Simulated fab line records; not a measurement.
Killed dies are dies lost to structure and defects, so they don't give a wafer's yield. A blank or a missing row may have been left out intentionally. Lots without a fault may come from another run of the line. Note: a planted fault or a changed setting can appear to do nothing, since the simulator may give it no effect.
Matching of chambers :: flow n5 finfet :: N5_BEOL_M5_PECVD_70 on pecvd-03: 3 sister chambers
The step deposits SiO2 from TEOS/O2, target thk 16 nm, time 18 s. 14 wafers are shown with their chamber, then 7 later ones without.

== WAFERS, EACH WITH ITS CHAMBER ==
wafer: L335.2
chamber: 1
showerhead plenum p Torr (Torr): 8.75
throttle valve pct (%): 23.0
heater power w (W): 647

wafer: L335.3
chamber: 0
showerhead plenum p Torr (Torr): 8.85
throttle valve pct (%): 22.9
heater power w (W): 671

wafer: L335.5
chamber: 1
showerhead plenum p Torr (Torr): 8.74
throttle valve pct (%): 22.8
heater power w (W): 672

wafer: L352.2
chamber: 0
showerhead plenum p Torr (Torr): 8.85
throttle valve pct (%): 23.0
heater power w (W): 759

wafer: L352.5
chamber: 0
showerhead plenum p Torr (Torr): 8.84
throttle valve pct (%): 23.1
heater power w (W): 774

wafer: L352.6
chamber: 1
showerhead plenum p Torr (Torr): 8.71
throttle valve pct (%): 23.2
heater power w (W): 762

wafer: L353.1
chamber: 0
showerhead plenum p Torr (Torr): 8.83
throttle valve pct (%): 23.2
heater power w (W): 709

wafer: L353.5
chamber: 0
showerhead plenum p Torr (Torr): 8.84
throttle valve pct (%): 23.0
heater power w (W): 707

wafer: L353.6
chamber: 1
showerhead plenum p Torr (Torr): 8.71
throttle valve pct (%): 22.9
heater power w (W): 732

wafer: L355.2
chamber: 2
showerhead plenum p Torr (Torr): 8.74
throttle valve pct (%): 21.9
heater power w (W): 723

wafer: L355.5
chamber: 2
showerhead plenum p Torr (Torr): 8.75
throttle valve pct (%): 22.3
heater power w (W): 724

wafer: L355.6
chamber: 0
showerhead plenum p Torr (Torr): 8.82
throttle valve pct (%): 22.7
heater power w (W): 666

wafer: L356.2
chamber: 1
showerhead plenum p Torr (Torr): 8.73
throttle valve pct (%): 23.2
heater power w (W): 790

wafer: L356.5
chamber: 2
showerhead plenum p Torr (Torr): 8.73
throttle valve pct (%): 22.3
heater power w (W): 689

SIGNATURES (means of the wafers above)
reading: showerhead plenum p Torr
chamber 0: 8.8383
chamber 1: 8.7280
chamber 2: 8.7400
scatter within a chamber: 0.014

reading: throttle valve pct
chamber 0: 22.983
chamber 1: 23.020
chamber 2: 22.167
scatter within a chamber: 0.187

reading: heater power w
chamber 0: 714.33
chamber 1: 720.60
chamber 2: 712.00
scatter within a chamber: 47.8
Rule: for each reading, subtract the chamber's mean from the wafer's reading, divide by that reading's scatter and square the result; add these up over the readings and take the root, which gives the wafer's distance from the chamber. If the next closest chamber is less than 2 further off than the closest, the wafer can't be placed; otherwise it belongs to the closest. The scatter: take each reading less its chamber's mean, square it, sum over the shown wafers, divide by the number of wafers less the number of chambers, and take the root.

== WAFERS WITH NO CHAMBER GIVEN ==
wafer: L356.6
showerhead plenum p Torr (Torr): 8.74
throttle valve pct (%): 23.1
heater power w (W): 778

wafer: L357.1
showerhead plenum p Torr (Torr): 8.76
throttle valve pct (%): 23.1
heater power w (W): 771

wafer: L357.3
showerhead plenum p Torr (Torr): 8.75
throttle valve pct (%): 22.3
heater power w (W): 694

wafer: L357.4
showerhead plenum p Torr (Torr): 8.83
throttle valve pct (%): 23.0
heater power w (W): 705

wafer: L358.2
showerhead plenum p Torr (Torr): 8.84
throttle valve pct (%): 22.9
heater power w (W): 674

wafer: L358.3
showerhead plenum p Torr (Torr): 8.79
throttle valve pct (%): 22.2
heater power w (W): 776

wafer: L358.5
showerhead plenum p Torr (Torr): 8.73
throttle valve pct (%): 23.0
heater power w (W): 642

== THE CHAMBER EACH PASSED THROUGH ==
wafer: L356.6
from the rows above: 1
in truth: 1

wafer: L357.1
from the rows above: 1
in truth: 1

wafer: L357.3
from the rows above: 2
in truth: 2

wafer: L357.4
from the rows above: 0
in truth: 0

wafer: L358.2
from the rows above: 0
in truth: 0

wafer: L358.3
from the rows above: can't be placed: 2 or 0
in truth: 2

wafer: L358.5
from the rows above: 1
in truth: 1
Correct placement for 6 of the 7. From these rows, 1 cannot be placed; in 1 the true chamber is one of the candidates. Number placed wrongly: 0.
